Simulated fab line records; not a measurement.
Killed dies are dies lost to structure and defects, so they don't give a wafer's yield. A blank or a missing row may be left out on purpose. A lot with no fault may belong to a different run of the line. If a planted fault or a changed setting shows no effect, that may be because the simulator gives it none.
Matching of chambers	flow n5Finfet	4 sister chambers for N5_MOL_CONTACT_COAG_ETCH_89 on rieDiel-05
The step etches underlayer in N2/H2, target depth 13 nm, time 10.4 s. 20 wafers are shown with their chamber, then 10 later ones without.

WAFERS WITH THEIR CHAMBER
wafer	chamber	throttleValvePct (%)	drypumpMotorCurrentA (A)	showerheadPlenumPTorr (Torr)
L075.1	3	18.39	5.7	2.53
L075.3	2	18.10	6.0	2.62
L075.6	2	18.07	6.0	2.62
L079.1	2	18.12	5.9	2.62
L079.4	1	17.47	5.1	2.54
L079.5	3	18.41	5.7	2.52
L080.2	0	17.65	6.4	2.63
L080.3	2	18.12	5.9	2.62
L080.5	1	17.47	5.1	2.54
L081.2	3	18.40	5.7	2.52
L081.3	2	18.11	5.9	2.62
L081.6	1	17.48	5.1	2.53
L082.1	2	18.11	6.0	2.62
L082.4	0	17.68	6.4	2.63
L082.5	0	17.67	6.4	2.63
L085.1	2	18.12	6.0	2.61
L085.4	3	18.42	5.7	2.52
L085.5	0	17.69	6.5	2.62
L089.2	0	17.68	6.5	2.62
L089.3	1	17.52	5.1	2.53

SIGNATURES (means of the wafers above)
reading	chamber 0	chamber 1	chamber 2	chamber 3	scatter within a chamber
throttleValvePct	17.6740	17.4850	18.1071	18.4050	0.0178
drypumpMotorCurrentA	6.440	5.100	5.957	5.700	0.0427
showerheadPlenumPTorr	2.6260	2.5350	2.6186	2.5225	0.00488
Rule: a wafer's distance from a chamber is the root of the sum, over the readings, of the square of ((its reading less the chamber's mean) divided by the reading's scatter). If the next closest chamber is less than 2 further off than the closest, the wafer can't be placed; otherwise it belongs to the closest. The scatter: the root of (the sum of the squares of (reading less its chamber's mean) over the shown wafers, divided by (wafers less chambers)).

WAFERS MISSING THEIR CHAMBER
wafer	throttleValvePct (%)	drypumpMotorCurrentA (A)	showerheadPlenumPTorr (Torr)
L089.4	18.14	5.9	2.61
L094.1	17.73	6.0	2.61
L094.2	17.54	5.1	2.52
L094.4	17.71	5.9	2.61
L095.2	17.72	6.4	2.62
L095.3	17.73	5.9	2.61
L095.6	17.73	5.9	2.61
L096.3	17.73	5.9	2.61
L096.4	17.73	6.0	2.61
L096.5	17.73	6.4	2.61

WHICH CHAMBER EACH ONE RAN IN
wafer	from the rows above	in truth
L089.4	2	2
L094.1	0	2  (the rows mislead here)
L094.2	1	1
L094.4	0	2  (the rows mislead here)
L095.2	0	0
L095.3	0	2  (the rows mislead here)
L095.6	0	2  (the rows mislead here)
L096.3	0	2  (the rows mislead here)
L096.4	0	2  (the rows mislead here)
L096.5	0	0
4 of 10 placed correctly. Not placeable from these rows: 0. Placed wrongly: 6.
